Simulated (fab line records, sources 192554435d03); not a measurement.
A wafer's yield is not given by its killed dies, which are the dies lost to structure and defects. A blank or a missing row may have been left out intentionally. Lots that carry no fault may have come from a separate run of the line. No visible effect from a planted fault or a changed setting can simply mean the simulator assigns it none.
One fault through the eyes of 3 desks :: flow n5-finfet :: each desk holds nothing but its own numbers, with what lay behind them at the end

METROLOGY DESK
What the gauges read for every lot (on any tool): the sampled wafers with a number, averaged. If a lot's mean is further than 4 standard deviations from the usual mean, the lot is out of limits and carries the mark OUT (the distance appears in the brackets).
Columns: A = cd-nm at N5_BEOL_M5_CD_MEAS_28, usual 30.50 nm; B = V4_OVL at N5_BEOL_M5_OVL_MEAS_29, usual -0.2 nm
lot: L295
first seen here: day 9 14:02
A: 30.19
B: -0.4

lot: L300
first seen here: day 11 00:08
A: 30.39
B: -0.0

lot: L302
first seen here: day 12 02:13
A: 30.67
B: 0.2

lot: L310
first seen here: day 13 23:37
A: 30.42
B: -0.3

lot: L313
first seen here: day 14 08:58
A: 30.77
B: -0.4

lot: L312
first seen here: day 14 13:45
A: 30.60
B: -0.0
This desk's finding: nothing out of limits on any of the 6 lots.

AT THE TOOL OWNER'S DESK: rie-diel-05
The tool's own readings at N5_BEOL_M5_ETCH_75 (etches underlayer in N2/H2, target depth 6.5 nm, time 5.2 s): means of the sampled wafers that have a number, for each lot that ran on this tool. If a lot's mean is further than 4 standard deviations from the usual mean, the lot is out of limits and carries the mark OUT (the distance appears in the brackets).
Columns: A = drypump-motor-current-A at N5_BEOL_M5_ETCH_75, usual 5.8 A; B = etch-rf-on-time-s at N5_BEOL_M5_ETCH_75, usual 5.20 s; C = n2-flow-sccm at N5_BEOL_M5_ETCH_75, usual 200.1 sccm; D = oes-product-au at N5_BEOL_M5_ETCH_75, usual 0.68 a.u.; E = rf-vpp-V at N5_BEOL_M5_ETCH_75, usual 524.7 V; F = showerhead-plenum-p-Torr at N5_BEOL_M5_ETCH_75, usual 2.57 Torr; G = throttle-valve-pct at N5_BEOL_M5_ETCH_75, usual 17.85 %
lot: L295
first seen here: day 9 14:13
A: 5.3
B: 5.25
C: 200.1
D: 0.62
E: 522.5
F: 2.47
G: 17.78

lot: L313
first seen here: day 14 09:18
A: 5.4
B: 6.69 (+12) OUT
C: 199.9
D: 0.63
E: 522.8
F: 2.49
G: 17.66

lot: L312
first seen here: day 14 13:54
A: 5.8
B: 6.20 (+8.4) OUT
C: 200.5
D: 0.68
E: 524.5
F: 2.56
G: 17.71
Finding of this desk: L312, L313 out of limits; the first was L313 at day 14 09:18, on etch-rf-on-time-s at N5_BEOL_M5_ETCH_75. L295 stayed within limits.

THE DEFECT DESK
For each lot, the counts of the inspections along the route, averaged over the sampled wafers that have a number. If a lot's mean is further than 4 standard deviations from the usual mean, the lot is out of limits and carries the mark OUT (the distance appears in the brackets).
Columns: A = raw-defect-count at N5_BEOL_M5_INSPECT_30, usual 438
lot: L295
first seen here: day 9 14:08
A: 543

lot: L300
first seen here: day 11 00:14
A: 620

lot: L302
first seen here: day 12 02:18
A: 398

lot: L310
first seen here: day 13 23:42
A: 645

lot: L313
first seen here: day 14 09:03
A: 496

lot: L312
first seen here: day 14 13:50
A: 357
This desk's finding: nothing out of limits on any of the 6 lots.

TAKEN TOGETHER
On L312, L313, at day 14 09:18, an alarm was possible from the tool owner's desk.
Nothing out of limits was seen by the metrology desk.
Nothing the defect desk looked at was out of limits.
The metrology desk has L312, L313 on record, within its limits.
The defect desk has L312, L313 on record, within its limits.
On rie-diel-05, each named lot ran N5_BEOL_M5_ETCH_75.

WHAT THE SIMULATOR HAD PUT IN
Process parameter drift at N5_BEOL_M5_ETCH_75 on rie-diel-05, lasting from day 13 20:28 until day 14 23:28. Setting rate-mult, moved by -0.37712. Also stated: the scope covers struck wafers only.
Lots struck among those shown: L312, L313.
Time in hours from fault onset to the first out-of-limits reading at each desk: the tool owner's desk, 13.
